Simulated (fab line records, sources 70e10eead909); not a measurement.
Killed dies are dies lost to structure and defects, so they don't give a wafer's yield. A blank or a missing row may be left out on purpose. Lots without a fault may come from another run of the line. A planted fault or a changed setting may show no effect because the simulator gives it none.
A struck lot beside a sound one | flow nand_harc | 15 steps out of a route of 1302
Sound: wafers L903.2, L903.3, L903.4. Struck: wafers L912.1, L912.4. The cause comes at the end.
At each step with rows: each side's tool, then ch and its chambers, then its first start. Under that, the readings that differ: sound wafers | struck wafers | difference of the means | sigmas: that difference in standard deviations of wafers without a fault.
alike: readings whose means differ by less than 2 such deviations, and words and numbers that are the same on both sides. not compared: withheld readings, readings that some wafer has no value for, bounds like >300 that may hide the same value, and numbers for which the record gives no deviation and whose values overlap.
The two part at a step that has a row with sigmas, a row that says differs or no value, or rows on one side only. Numbers that don't overlap but have no deviation are shown without sigmas and don't part them. A reading that every wafer of one side lacks parts them only if that side has two wafers or more.

first, 8 steps without rows for these wafers: NHARC_A_CHANNEL_HOLE_D1_COAT_36 (time 75 s); NHARC_A_CHANNEL_HOLE_D1_COAT_37 (time 65 s); NHARC_A_CHANNEL_HOLE_D1_COAT_04 (resist thk 90 nm); NHARC_A_CHANNEL_HOLE_D1_SOFTBAKE_05 (time 55 s); NHARC_A_CHANNEL_HOLE_D1_EBR_06; NHARC_A_CHANNEL_HOLE_D1_EXPOSE_07 (exposes mask HOLE D1, target cd 100 nm); NHARC_A_CHANNEL_HOLE_D1_PEB_08 (peb time 65 s); NHARC_A_CHANNEL_HOLE_D1_DEVELOP_09 (develop time 35 s).
NHARC_A_CHANNEL_HOLE_D1_CD_MEAS_10: target cd 100 nm.
  sound on cd_sem-01 ch 0, day 10 17:31; struck on cd_sem-02 ch 0, day 14 23:31
  alike: cd_nm
NHARC_A_CHANNEL_HOLE_D1_OVL_MEAS_11:
  sound on overlay-02, day 10 17:37; struck on overlay-01, day 14 23:37
  alike: overlay_x_nm, overlay_y_nm
NHARC_A_CHANNEL_HOLE_D1_INSPECT_12:
  sound on defect_inspect-02, day 10 17:39; struck on defect_inspect-02, day 14 23:39
  alike: raw_defect_count
NHARC_A_CHANNEL_HOLE_D1_DESCUM_15: chemistry O2, time 3 s.
  sound on rie_diel-13 ch 0,1,2, day 10 17:43; struck on rie_diel-06 ch 1,3, day 14 23:43
  reading                | sound    | struck | difference | sigmas
  rf_hours_counter_h (h) | 24 21 24 | 1 1    | -22        |
  alike: drypump_motor_current_A, oes_product_au, rf_vpp_V, showerhead_plenum_p_Torr, throttle_valve_pct
NHARC_A_CHANNEL_HOLE_D1_ETCH_38: etches the open film in CF4, target depth 39 nm, time 65 s.
  sound on rie_diel-13 ch 0,2,3, day 10 17:48; struck on rie_diel-06 ch 0,3, day 14 23:49
  reading                | sound             | struck      | difference | sigmas
  oes_product_au (a.u.)  | 0.996 0.983 0.998 | 0.814 0.817 | -0.177     | -20
  rf_hours_counter_h (h) | 22 21 24          | 1 1         | -21        |
  alike: drypump_motor_current_A, rf_vpp_V, showerhead_plenum_p_Torr, throttle_valve_pct
NHARC_A_CHANNEL_HOLE_D1_ETCH_39: etches the open film in N2/H2, target depth 260 nm, time 325 s.
  sound on rie_diel-13 ch 0,1,2; struck on rie_diel-06 ch 1,3
  reading                | sound    | struck | difference | sigmas
  rf_hours_counter_h (h) | 24 24 21 | 1 1    | -22        |
  alike: drypump_motor_current_A, oes_product_au, rf_vpp_V, showerhead_plenum_p_Torr, throttle_valve_pct
then, 1 step without rows for these wafers: NHARC_END_SORT_01.

WHERE THEY PART
Only at NHARC_A_CHANNEL_HOLE_D1_ETCH_38, within this record. Later steps at which nothing parts them and some readings are alike: NHARC_A_CHANNEL_HOLE_D1_ETCH_39.

WHY: what the simulator had put in
Process parameter drift: rie_diel-06, from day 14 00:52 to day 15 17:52, at NHARC_A_CHANNEL_HOLE_D1_ETCH_38. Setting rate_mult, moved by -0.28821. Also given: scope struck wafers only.
